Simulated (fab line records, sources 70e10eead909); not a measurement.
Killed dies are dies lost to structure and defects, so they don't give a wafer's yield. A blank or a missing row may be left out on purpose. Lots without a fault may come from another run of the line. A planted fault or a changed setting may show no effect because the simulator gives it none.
Which tool did it? | flow nand_harc | 6 lots, 18 wafers sampled, at 3 steps of a route of 1302

WHAT THE GAUGES READ, wafer by wafer
NHARC_A_ONON_D1_THK_MEAS_02: measures by ellipsometry.
lot  | measured     | on            | thk_nm (nm)
L772 | day 8 01:03  | film_metro-01 | 990 992 993
L774 | day 9 04:02  | film_metro-01 | 1002 1002 1002
L777 | day 10 09:43 | film_metro-01 | 986 988 987
L784 | day 13 17:49 | film_metro-02 | 1098 1100 1099
L789 | day 15 03:07 | film_metro-02 | 1005 1003 1003
L793 | day 16 18:26 | film_metro-01 | 1012 1012 1013

WHICH TOOL RAN EACH LOT (tool, then ch and the chambers of the sampled wafers, then the start)
lot  | NHARC_A_ZERO_WELL_DESCUM_12        | NHARC_A_ONON_D1_DEP_00
L772 | rie_diel-10 ch 1,2,3, day 7 02:57  | pecvd_onon-02 ch 0, day 8 00:36
L774 | rie_diel-10 ch 0,1,3, day 8 05:41  | pecvd_onon-03 ch 0, day 9 03:32
L777 | rie_diel-12 ch 0,1, day 9 11:44    | pecvd_onon-02 ch 0, day 10 09:19
L784 | rie_diel-09 ch 0,1,2, day 12 20:32 | pecvd_onon-02 ch 0, day 13 17:17
L789 | rie_diel-12 ch 0,2,3, day 14 02:21 | pecvd_onon-01 ch 0, day 15 02:40
L793 | rie_diel-09 ch 0,1,3, day 15 22:57 | pecvd_onon-01 ch 0, day 16 17:56
- NHARC_A_ZERO_WELL_DESCUM_12: chemistry O2, time 3 s.
- NHARC_A_ONON_D1_DEP_00: target thk 1000 nm.

THE ANSWER, worked out from the rows above alone
Rule: what is usual is taken from the lots themselves. Put in order of their means at a reading, lots are off if they are a third of the lots or fewer, leave a main group of 4 or more, and stand apart from it by a gap of 3 or more times the standard deviation of the main group's means; of several such gaps the widest counts. A main group whose means are all the same, to the digits that the tables above print for the reading, isn't used. A lot without any number at a reading at which 4 lots or more have one is off too. The other lots that the step has rows for count as sound.
Off: L784, at NHARC_A_ONON_D1_THK_MEAS_02 (thk_nm). The main group: mean 999 nm, standard deviation 9.
A tool fits if, at a process step before that reading, it ran every lot that is off, and no sound lot after the first of them. The gauges at NHARC_A_ONON_D1_THK_MEAS_02 are tried like those tools. One fits: pecvd_onon-02 at NHARC_A_ONON_D1_DEP_00. Its last sound lot is L777 (day 10 09:19), its first lot that is off L784 (day 13 17:17): a fault that began between those two fits.

WHAT THE SIMULATOR HAD PUT IN
Process parameter drift: pecvd_onon-02, from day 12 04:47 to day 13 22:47, at NHARC_A_ONON_D1_DEP_00. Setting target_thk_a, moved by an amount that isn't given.
Lots struck among those shown: L784. The rule above found the same.
